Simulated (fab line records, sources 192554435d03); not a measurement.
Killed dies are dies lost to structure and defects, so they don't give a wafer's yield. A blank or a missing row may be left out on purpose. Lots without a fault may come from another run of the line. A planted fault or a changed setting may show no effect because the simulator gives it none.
fab line records | flow n5_finfet
record lots=6 wafers=18 last_day=18
route steps=1938 shown BEOL_M6@1228 PASSIVATION@1936
lots that met no fault: from a run of the same line without faults
start_h: hours from the record's first day to the start of the lot's first wafer shown | wait_h: hours since the lot's step before | " the same as in the row above | L1.1+2: a row that stands for several wafers | - no value, or no start given | * or withheld: withheld | < > ~ a bound
route shown NAME@n: a module of which the file shows steps, and the number in the route of the first | usual: mean/standard deviation of fault-free wafers | same: alike in all rows | chamber/n: place in a boat | sites: the reading at each site | _std_site: their standard deviation | _edge_site: outer sites' mean less inner sites' | radius_mm: how far each site lies from the wafer's centre | mask NAME#n: copy n | behind: the tool/chamber that last shaped the wafer | hold: why the lot was held/for how many hours/how that ended | device: the transistor (n, p or np) that didn't switch | end of line: the same wafers' tests at the end of the route | a step without rows: its recipe alone | killed: dies lost to structure and defects at the first sort, not the wafer's yield | map: a wafer's dies, x killed, . not, _ none there
set.NAME: the setting as run; set.NAME@STEP: as run at that earlier step | model.NAME: the simulator's own value behind a step, which no gauge read
lots at some steps of the route; a table a step, a row a wafer
services: from which hour (start_h, from the record's first day; less than 0 if before it) a tool's chamber was out of use, for how many hours, and why
## steps
# step N5_BEOL_M6_OVL_MEAS_29
# recipe points_per_wafer=522
# usual V5_OVL=-0.5/0.66
# columns lot.wafer tool chamber start_h wait_h V5_OVL[nm]
L906.1 overlay-02 0 209.74 0.0 0.5
L906.4 " 0 " " 0.4
L906.6 " 0 " " 0.2
L908.1 overlay-02 0 220.43 0.0 -0.4
L908.2 " 0 " " -0.7
L908.5 " 0 " " -1.2
L913.2 overlay-01 0 255.79 0.0 0.2
L913.4 " 0 " " -0.2
L913.5 " 0 " " -0.1
L915.2 overlay-01 0 270.18 0.0 -1.1
L915.3 " 0 " " -0.6
L915.6 " 0 " " -1.2
L925.1 overlay-01 0 317.15 0.0 -0.6
L925.4 " 0 " " -1.7
L925.6 " 0 " " -0.5
L924.1 overlay-02 0 329.05 0.0 -0.8
L924.2 " 0 " " -0.6
L924.3 " 0 " " -0.5
# step N5_BEOL_M6_INSPECT_30
# recipe mode=adi inspect_instrument=brightfield
# usual raw_defect_count=435/99
# columns lot.wafer tool chamber start_h wait_h raw_defect_count
L906.1 defect_inspect-02 - 209.80 0.1 426
L906.4 " - " " 378
L906.6 " - " " 409
L908.1 defect_inspect-02 - 220.48 0.1 278
L908.2 " - " " 356
L908.5 " - " " 269
L913.2 defect_inspect-01 - 255.84 0.0 198
L913.4 " - " " 441
L913.5 " - " " 374
L915.2 defect_inspect-01 - 270.23 0.0 490
L915.3 " - " " 392
L915.6 " - " " 602
L925.1 defect_inspect-02 - 317.20 0.1 386
L925.4 " - " " 348
L925.6 " - " " 450
L924.1 defect_inspect-01 - 329.11 0.1 425
L924.2 " - " " 311
L924.3 " - " " 344
# step N5_BEOL_M6_DESCUM_33
# recipe chemistry=O2 time_s=7 source_power_w=50 bias_power_w=20 pressure_mtorr=20 rf_frequency_hz=2.712e+07 temp_c=40 resist=CAR-EUV o2_flow_sccm=225
# usual drypump_motor_current_A=5.5/0.42 oes_product_au=0.83/0.06 rf_vpp_V=243.5/1.6 showerhead_plenum_p_Torr=2.11/0.081 throttle_valve_pct=20.40/0.17
# columns lot.wafer tool chamber start_h wait_h drypump_motor_current_A oes_product_au rf_hours_counter_h rf_vpp_V showerhead_plenum_p_Torr throttle_valve_pct
L906.1 rie_diel-03 0 209.84 0.0 5.4 0.76 141 243.6 2.03 20.58
L906.4 " 1 " " 5.3 0.89 44 246.9 2.25 20.23
L906.6 " 3 " " 5.5 0.79 - 246.3 2.20 20.25
L908.1 rie_diel-01 0 221.14 0.7 5.5 0.87 29 242.7 2.04 20.31
L908.2 " 1 " " 5.2 0.91 16 242.8 2.14 20.24
L908.5 " 0 " " 5.5 0.88 - 242.9 2.04 20.31
L913.2 rie_diel-03 1 255.95 0.1 5.3 0.84 59 243.9 2.24 20.26
L913.4 " 3 " " 5.5 0.77 113 244.4 2.19 20.25
L913.5 " 1 " " 5.3 0.86 - 244.8 2.24 20.24
L915.2 rie_diel-03 2 270.27 0.0 5.6 0.73 150 243.0 2.00 20.53
L915.3 " 0 " " 5.3 0.73 159 240.7 2.02 20.62
L915.6 " 0 " " 5.3 0.73 - 241.5 2.02 20.59
L925.1 rie_diel-04 1 317.90 0.7 6.5 0.82 93 243.5 2.02 20.72
L925.4 " 2 " " 5.5 0.77 136 241.1 2.09 20.17
L925.6 " 1 " " 6.5 0.81 - 241.5 2.02 20.70
L924.1 rie_diel-04 0 329.22 0.1 5.1 0.86 36 241.2 2.06 20.56
L924.2 " 3 " " 5.9 0.86 57 245.2 2.21 20.46
L924.3 " 1 " " 6.5 0.82 97 242.3 2.02 20.71
# step N5_BEOL_M6_ETCH_72
# recipe chemistry=N2/H2 target=underlayer target_depth_a=65 mask_material=CAR-EUV time_s=5.2 ion_energy_ev=200 pressure_mtorr=30 source_w=840 bias_w=150 n2_flow_sccm=200 h2_flow_sccm=200 ends=cleared
# usual drypump_motor_current_A=5.5/0.42 etch_rf_on_time_s=5.16/0.14 oes_product_au=0.71/0.054 rf_vpp_V=524/3.1 showerhead_plenum_p_Torr=2.55/0.099 throttle_valve_pct=17.76/0.22
# columns lot.wafer tool chamber start_h wait_h drypump_motor_current_A etch_rf_on_time_s oes_product_au rf_hours_counter_h rf_vpp_V showerhead_plenum_p_Torr throttle_valve_pct
L906.1 rie_diel-03 0 209.87 0.0 5.4 5.31 0.64 141 519 2.45 17.83
L906.4 " 1 " " 5.3 4.93 0.76 44 527 2.68 17.39
L906.6 " 3 " " 5.5 5.36 0.66 - 527 2.68 17.68
L908.1 rie_diel-01 0 221.17 0.0 5.5 5.09 0.75 29 521 2.48 17.71
L908.2 " 1 " " 5.3 5.08 0.76 16 526 2.61 17.65
L908.5 " 0 " " 5.5 5.11 0.74 - 522 2.48 17.72
L913.2 rie_diel-03 1 255.99 0.0 5.3 4.98 0.73 59 530 2.67 17.43
L913.4 " 3 " " 5.5 5.39 0.65 113 529 2.67 17.70
L913.5 " 1 " " 5.3 5.04 0.73 - 529 2.67 17.43
L915.2 rie_diel-03 2 270.30 0.0 5.6 5.18 0.64 150 521 2.45 18.03
L915.3 " 0 " " 5.3 5.40 0.63 159 521 2.44 17.84
L915.6 " 0 " " 5.3 5.37 0.62 - 520 2.44 17.86
L925.1 rie_diel-04 1 317.93 0.0 6.5 4.97 0.70 93 522 2.46 18.17
L925.4 " 2 " " 5.4 5.34 0.65 136 523 2.54 17.51
L925.6 " 1 " " 6.5 5.02 0.71 - 522 2.46 18.22
L924.1 rie_diel-04 0 329.26 0.0 5.1 5.12 0.72 36 523 2.47 17.61
L924.2 " 3 " " 5.9 5.06 0.73 57 528 2.69 17.97
L924.3 " 1 " " 6.5 4.97 0.70 97 521 2.45 18.21
# step N5_BEOL_M6_ETCH_65
# recipe chemistry=CF4 target=SiARC target_depth_a=156 mask_material=CAR-EUV time_s=26 ion_energy_ev=80 pressure_mtorr=40 source_w=545 bias_w=36 Ar_flow_sccm=100 cf4_flow_sccm=100 ends=cleared
# step N5_BEOL_M6_ETCH_66
# recipe chemistry=N2/H2 target=SOC target_depth_a=800 overetch_a=160 mask_material=SiARC temp_c=40 time_s=120 ion_energy_ev=200 pressure_mtorr=30 source_w=840 bias_w=150 n2_flow_sccm=200 h2_flow_sccm=200
# usual drypump_motor_current_A=5.5/0.42 oes_product_au=0.63/0.042 rf_vpp_V=524.3/2.7 showerhead_plenum_p_Torr=2.55/0.099 throttle_valve_pct=17.72/0.22
# columns lot.wafer tool chamber start_h wait_h drypump_motor_current_A oes_product_au rf_hours_counter_h rf_vpp_V showerhead_plenum_p_Torr throttle_valve_pct
L906.1 rie_diel-03 0 209.92 0.0 5.4 0.59 141 520.0 2.45 17.79
L906.4 " 1 " " 5.4 0.67 44 527.2 2.68 17.35
L906.6 " 3 " " 5.5 0.61 - 526.2 2.67 17.63
L908.1 rie_diel-01 0 221.22 0.0 5.5 0.67 29 523.0 2.48 17.67
L908.2 " 1 " " 5.3 0.68 17 524.3 2.61 17.61
L908.5 " 0 " " 5.5 0.66 - 523.0 2.48 17.68
L913.2 rie_diel-03 1 256.03 0.0 5.4 0.64 59 527.6 2.67 17.39
L913.4 " 3 " " 5.4 0.59 113 528.4 2.67 17.65
L913.5 " 1 " " 5.3 0.65 - 528.8 2.67 17.38
L915.2 rie_diel-03 2 270.35 0.0 5.6 0.56 150 519.2 2.45 18.00
L915.3 " 0 " " 5.4 0.56 159 521.7 2.44 17.82
L915.6 " 0 " " 5.3 0.58 - 521.4 2.44 17.83
L925.1 rie_diel-04 1 317.98 0.0 6.5 0.63 93 521.9 2.46 18.16
L925.4 " 2 " " 5.4 0.59 136 522.7 2.54 17.48
L925.6 " 1 " " 6.5 0.62 - 521.9 2.46 18.15
L924.1 rie_diel-04 0 329.30 0.0 5.1 0.65 36 521.6 2.47 17.57
L924.2 " 3 " " 5.9 0.64 57 527.6 2.69 17.91
L924.3 " 1 " " 6.5 0.61 97 521.9 2.45 18.16
# step N5_BEOL_M6_STRIP_69
# recipe chemistry=N2/H2 temp_c=40 n2_flow_sccm=200 h2_flow_sccm=200 rf_frequency_hz=6e+07
# step N5_BEOL_M6_STRIP_73
# recipe chemistry=N2/H2 temp_c=40 n2_flow_sccm=200 h2_flow_sccm=200 rf_frequency_hz=6e+07
# step N5_BEOL_M6_VIA_ETCH_34
# recipe chemistry=C4F6/O2 target=SiCOH_lowk target_depth_a=1263 mask_material=SOC taper_deg=4 time_s=50.9 ion_energy_ev=250 pressure_mtorr=30 source_w=345 bias_w=185 Ar_flow_sccm=300 C4F6_flow_sccm=10 O2_flow_sccm=10
# usual drypump_motor_current_A=5.5/0.42 oes_product_au=0.83/0.061 rf_vpp_V=663/10 showerhead_plenum_p_Torr=2.87/0.1 throttle_valve_pct=20.86/0.18
# columns lot.wafer tool chamber start_h wait_h drypump_motor_current_A oes_product_au rf_hours_counter_h rf_vpp_V showerhead_plenum_p_Torr throttle_valve_pct
L906.1 rie_diel-03 0 210.02 0.0 5.4 0.75 141 687 2.74 20.89
L906.4 " 1 " " 5.3 0.89 44 663 3.02 20.57
L906.6 " 3 " " 5.5 0.77 - 653 2.97 20.67
L908.1 rie_diel-01 0 221.32 0.0 5.5 0.87 29 673 2.80 20.86
L908.2 " 1 " " 5.2 0.90 17 664 2.91 20.67
L908.5 " 0 " " 5.5 0.88 - 673 2.80 20.86
L913.2 rie_diel-03 1 256.13 0.0 5.3 0.87 59 662 3.02 20.61
L913.4 " 3 " " 5.4 0.76 113 651 2.97 20.69
L913.5 " 1 " " 5.3 0.87 - 663 3.02 20.62
L915.2 rie_diel-03 2 270.45 0.0 5.6 0.74 150 652 2.74 21.06
L915.3 " 0 " " 5.4 0.73 159 685 2.73 20.91
L915.6 " 0 " " 5.4 0.73 - 685 2.73 20.90
L925.1 rie_diel-04 1 318.08 0.0 6.5 0.81 93 673 2.77 21.27
L925.4 " 2 " " 5.5 0.77 136 662 2.86 20.67
L925.6 " 1 " " 6.5 0.83 - 672 2.77 21.25
L924.1 rie_diel-04 0 329.40 0.0 5.1 0.85 36 662 2.80 20.95
L924.2 " 3 " " 5.8 0.84 57 651 2.99 20.91
L924.3 " 1 " " 6.5 0.81 97 674 2.77 21.25
# step N5_BEOL_M6_STRIP_76
# recipe chemistry=C4F6/O2 resist=SiARC rf_frequency_hz=6e+07
# step N5_BEOL_M6_STRIP_36
# recipe chemistry=N2/H2 power_w=450 temp_c=40 pressure_mtorr=20 rf_frequency_hz=6e+07 overash_fraction=0.3 bias_power_w=7 h2_frac=0.5 n2_flow_sccm=200 h2_flow_sccm=200
# step N5_BEOL_M6_TRENCH_ETCH_37
# recipe chemistry=C4F6/O2 target_depth_a=944.35 target=SiCOH_lowk time_s=31.5 ion_energy_ev=250 pressure_mtorr=30 source_w=345 bias_w=185 Ar_flow_sccm=300 C4F6_flow_sccm=10 O2_flow_sccm=10
# step N5_BEOL_M6_ETCH_41
# recipe chemistry=CH3F/O2 target=SiCN target_depth_a=297 taper_deg=2 time_s=52 ion_energy_ev=120 mask_material=TiN pressure_mtorr=30 source_w=395 bias_w=75 Ar_flow_sccm=150 CH3F_flow_sccm=30 O2_flow_sccm=20
# usual drypump_motor_current_A=5.5/0.42 oes_product_au=0.83/0.061 rf_vpp_V=297.7/1.7 showerhead_plenum_p_Torr=2.02/0.076 throttle_valve_pct=16.26/0.17
# columns lot.wafer tool chamber start_h wait_h drypump_motor_current_A oes_product_au rf_hours_counter_h rf_vpp_V showerhead_plenum_p_Torr throttle_valve_pct model.etch.depth_nm
L906.1 rie_diel-03 0 210.14 - 5.3 0.75 141 296.5 1.92 16.34 19.29
L906.4 " 1 " " 5.3 0.89 44 301.0 2.13 15.98 20.33
L906.6 " 3 " " 5.4 0.78 - 300.7 2.09 16.12 19.17
L908.1 rie_diel-01 0 221.44 - 5.5 0.87 30 296.1 1.97 16.23 20.15
L908.2 " 1 " " 5.3 0.90 17 298.3 2.04 16.07 20.12
L908.5 " 0 " " 5.5 0.88 - 293.9 1.97 16.24 20.4
L913.2 rie_diel-03 1 256.26 - 5.3 0.86 60 298.3 2.13 16.02 20.12
L913.4 " 3 " " 5.5 0.76 113 298.3 2.09 16.15 19.18
L913.5 " 1 " " 5.3 1.10 - 299.2 2.13 16.00 28.82
L915.2 rie_diel-03 2 270.57 - 5.6 0.74 150 296.5 1.92 16.47 19.83
L915.3 " 0 " " 5.3 0.74 160 296.6 1.92 16.38 19.28
L915.6 " 0 " " 5.4 0.95 - 296.0 1.92 16.36 27.87
L925.1 rie_diel-04 1 318.20 - 6.5 0.82 93 295.3 1.94 16.62 20.39
L925.4 " 2 " " 5.4 0.77 136 298.2 2.01 16.10 19.48
L925.6 " 1 " " 6.5 0.82 - 296.2 1.94 16.60 20.18
L924.1 rie_diel-04 0 329.53 - 5.1 0.85 36 296.2 1.96 16.33 19.79
L924.2 " 3 " " 5.8 0.84 57 301.0 2.11 16.34 19.69
L924.3 " 1 " " 6.5 0.81 97 296.1 1.94 16.62 20.22
# step N5_BEOL_M6_STRIP_80
# recipe chemistry=N2/H2 time_s=10 power_w=450 temp_c=40 pressure_mtorr=20 rf_frequency_hz=6e+07 bias_power_w=7 n2_flow_sccm=200 h2_flow_sccm=200
# usual drypump_motor_current_A=5.5/0.42 oes_product_au=0.83/0.06 rf_vpp_V=59.2/0.84 showerhead_plenum_p_Torr=2.55/0.099 throttle_valve_pct=23.55/0.3
# columns lot.wafer tool chamber start_h wait_h drypump_motor_current_A oes_product_au rf_hours_counter_h rf_vpp_V showerhead_plenum_p_Torr throttle_valve_pct
L906.1 rie_diel-03 0 - - 5.4 0.76 141 58.0 2.45 23.49
L906.4 " 1 " " 5.3 0.88 44 61.2 2.68 23.23
L906.6 " 3 " " 5.4 0.80 - 57.8 2.67 23.38
L908.1 rie_diel-01 0 - - 5.5 0.89 30 58.9 2.47 23.61
L908.2 " 1 " " 5.2 0.91 17 59.7 2.61 23.45
L908.5 " 0 " " 5.5 0.88 - 59.8 2.47 23.60
L913.2 rie_diel-03 1 - - 5.3 0.86 60 59.0 2.67 23.24
L913.4 " 3 " " 5.5 0.78 113 59.1 2.66 23.41
L913.5 " 1 " " 5.3 0.86 - 58.6 2.67 23.25
L915.2 rie_diel-03 2 - - 5.6 0.72 150 58.7 2.44 23.81
L915.3 " 0 " " 5.4 0.73 160 59.5 2.44 23.53
L915.6 " 0 " " 5.4 0.73 - 59.1 2.44 23.51
L925.1 rie_diel-04 1 - - 6.5 0.82 93 58.5 2.45 24.15
L925.4 " 2 " " 5.5 0.78 136 60.1 2.54 23.20
L925.6 " 1 " " 6.5 0.82 - 59.3 2.45 24.15
L924.1 rie_diel-04 0 - - 5.1 0.84 36 58.7 2.46 23.28
L924.2 " 3 " " 5.9 0.85 57 58.2 2.69 23.87
L924.3 " 1 " " 6.5 0.81 97 58.3 2.45 24.17
# step N5_PASSIVATION_PROBE_49
# usual defect_limited_yield=91.0/1.5 killed_at_M0_to_M3=35/11 killed_at_M4_up=13/5 killed_at_contacts=12/5.9 killed_at_front_end=42/13 killed_at_other=3/3.2 killed_dies=106/18 killed_on_rim=14/4.2 killed_open=69/13 killed_short=35/8.9 sort_bin_5_function=5.2/0.95 sort_bin_6_memory=3.3/0.71 sort_n_pass=1074/18 sort_yield_pct=91.0/1.5
# same gross_dies=1180 killed_at_back_side=0 sort_bin_4_leakage[%]=0 sort_bin_8_speed[%]=0
# columns lot.wafer tool chamber start_h wait_h defect_limited_yield[%] killed_at_M0_to_M3 killed_at_M4_up killed_at_contacts killed_at_front_end killed_at_other killed_dies killed_on_rim killed_open killed_short sort_bin_5_function[%] sort_bin_6_memory[%] sort_n_pass sort_yield_pct[%]
L913.2 prober-01 - 344.95 0.1 88.0 34 21 12 74 1 142 23 98 44 6.9 4.4 1038 88.0
L913.4 prober-01 - 345.05 0.2 90.5 37 15 12 47 1 112 11 60 49 5.3 3.8 1068 90.5
L913.5 prober-01 - 345.10 0.2 93.2 11 13 12 43 1 80 10 50 28 3.9 2.8 1100 93.2
# killed by level:class
L913.2 STI_FIN_REVEAL:geometric_particle:open=29 BEOL_M2:geometric_particle:open=14 MOL_CONTACT_COAG:geometric_particle:open=10 FIN_SAQP:geometric_particle:short=9 BEOL_M3:geometric_particle:open=9 GATE_CUT:geometric_particle:short=9 FIN_SAQP:geometric_particle:open=8 STI_FIN_REVEAL:geometric_particle:short=5
L913.4 BEOL_M0_SAQP:geometric_particle:short=17 STI_FIN_REVEAL:geometric_particle:open=11 GATE_CUT:geometric_particle:short=11 MOL_CONTACT_COAG:geometric_particle:open=10 BEOL_M4:geometric_particle:open=6 GATE_CUT:geometric_particle:open=5 BEOL_M3:geometric_particle:open=5 FIN_SAQP:geometric_particle:short=4
L913.5 STI_FIN_REVEAL:geometric_particle:open=13 MOL_CONTACT_COAG:geometric_particle:open=9 GATE_CUT:geometric_particle:short=8 GATE_CUT:geometric_particle:open=6 BEOL_M2:geometric_particle:open=6 STI_FIN_REVEAL:geometric_particle:short=5 STARTING-WAFER:geometric_particle:short=5 BEOL_M1:geometric_particle:open=4
## services
# columns tool chamber start_h hours kind
rie_diel-04 0 188.21 - clean
rie_diel-04 0 188.21 - consumable_replace:focus_ring
rie_diel-04 0 188.21 24.3 scheduled_down
rie_diel-04 0 188.21 24.3 vent_cycle
rie_diel-01 2 208.41 - clean
rie_diel-01 2 208.41 - consumable_replace:focus_ring
rie_diel-01 2 208.41 - consumable_replace:showerhead
rie_diel-01 2 208.41 16.5 scheduled_down
rie_diel-01 2 208.41 16.5 vent_cycle
rie_diel-01 - 238.21 2.8 pm
rie_diel-01 2 246.55 8.5 repair
rie_diel-01 1 287.24 4.2 repair
rie_diel-03 3 307.29 5.7 repair
rie_diel-04 2 323.48 19.8 repair
## key
first_sign step=N5_BEOL_M6_ETCH_41 reading=oes_product_au direction=up sigmas=3.2 usual=0.83 struck=1.02
effect none on later readings
model_effect step=N5_BEOL_M6_ETCH_41 value=etch.depth_nm without=19.78 struck=28.35
met_at N5_BEOL_M6_ETCH_41
struck_wafers L913.5,L915.6
onset_between 210.14 256.26
fault kind=process_parameter_drift tool=rie_diel-03 chamber=- onset_h=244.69 steps=N5_BEOL_M6_ETCH_41 channel=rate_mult offset=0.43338 shape=step end_h=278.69 scope=struck_wafers_only
